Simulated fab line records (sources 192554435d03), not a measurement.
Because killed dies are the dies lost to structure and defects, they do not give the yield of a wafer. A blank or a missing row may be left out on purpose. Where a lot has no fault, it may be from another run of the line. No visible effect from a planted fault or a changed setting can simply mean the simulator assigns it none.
Chamber matching :: flow n5-finfet :: N5_BEOL_M1_ETCH_77 on rie-diel-02: 4 sister chambers
The step etches underlayer in N2/H2, target depth 6.5 nm, time 5.2 s. 7 wafers are shown with their chamber, then 7 later ones without.

== WAFERS PAIRED WITH THEIR CHAMBERS ==
wafer: L079.2
chamber: 2
showerhead-plenum-p-Torr (Torr): 2.53
oes-product-au (a.u.): 0.59

wafer: L082.1
chamber: 3
showerhead-plenum-p-Torr (Torr): 2.53
oes-product-au (a.u.): 0.62

wafer: L082.6
chamber: 2
showerhead-plenum-p-Torr (Torr): 2.52
oes-product-au (a.u.): 0.59

wafer: L083.5
chamber: 3
showerhead-plenum-p-Torr (Torr): 2.53
oes-product-au (a.u.): 0.62

wafer: L083.6
chamber: 0
showerhead-plenum-p-Torr (Torr): 2.36
oes-product-au (a.u.): 0.67

wafer: L085.1
chamber: 1
showerhead-plenum-p-Torr (Torr): 2.49
oes-product-au (a.u.): 0.75

wafer: L085.4
chamber: 0
showerhead-plenum-p-Torr (Torr): 2.36
oes-product-au (a.u.): 0.66

== WAFERS MISSING THEIR CHAMBER ==
wafer: L085.5
showerhead-plenum-p-Torr (Torr): 2.53
oes-product-au (a.u.): 0.62

wafer: L092.1
showerhead-plenum-p-Torr (Torr): 2.52
oes-product-au (a.u.): 0.57

wafer: L092.4
showerhead-plenum-p-Torr (Torr): 2.53
oes-product-au (a.u.): 0.62

wafer: L092.5
showerhead-plenum-p-Torr (Torr): 2.53
oes-product-au (a.u.): 0.62

wafer: L096.3
showerhead-plenum-p-Torr (Torr): 2.52
oes-product-au (a.u.): 0.60

wafer: L096.4
showerhead-plenum-p-Torr (Torr): 2.48
oes-product-au (a.u.): 0.73

wafer: L096.6
showerhead-plenum-p-Torr (Torr): 2.52
oes-product-au (a.u.): 0.60

== THE CHAMBER EACH PASSED THROUGH ==
wafer: L085.5
from the rows above: 3
in truth: 3

wafer: L092.1
from the rows above: 2
in truth: 2

wafer: L092.4
from the rows above: 3
in truth: 3

wafer: L092.5
from the rows above: 3
in truth: 3

wafer: L096.3
from the rows above: 2
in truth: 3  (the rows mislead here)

wafer: L096.4
from the rows above: 1
in truth: 1

wafer: L096.6
from the rows above: 2
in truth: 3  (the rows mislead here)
Placed correctly: 5 of 7. Can't be placed from these rows: 0. Placed wrongly: 2.
How it was worked out, from the rows above alone: a wafer's distance from a chamber is the root of the sum, over the readings, of the square of ((its reading less the chamber's mean) divided by the reading's scatter). If the next closest chamber is less than 2 further off than the closest, the wafer can't be placed; otherwise it belongs to the closest. For every chamber, the mean is computed from those of its wafers that are shown. The scatter: the root of (the sum of the squares of (reading less its chamber's mean) over the shown wafers, divided by (wafers less chambers)).
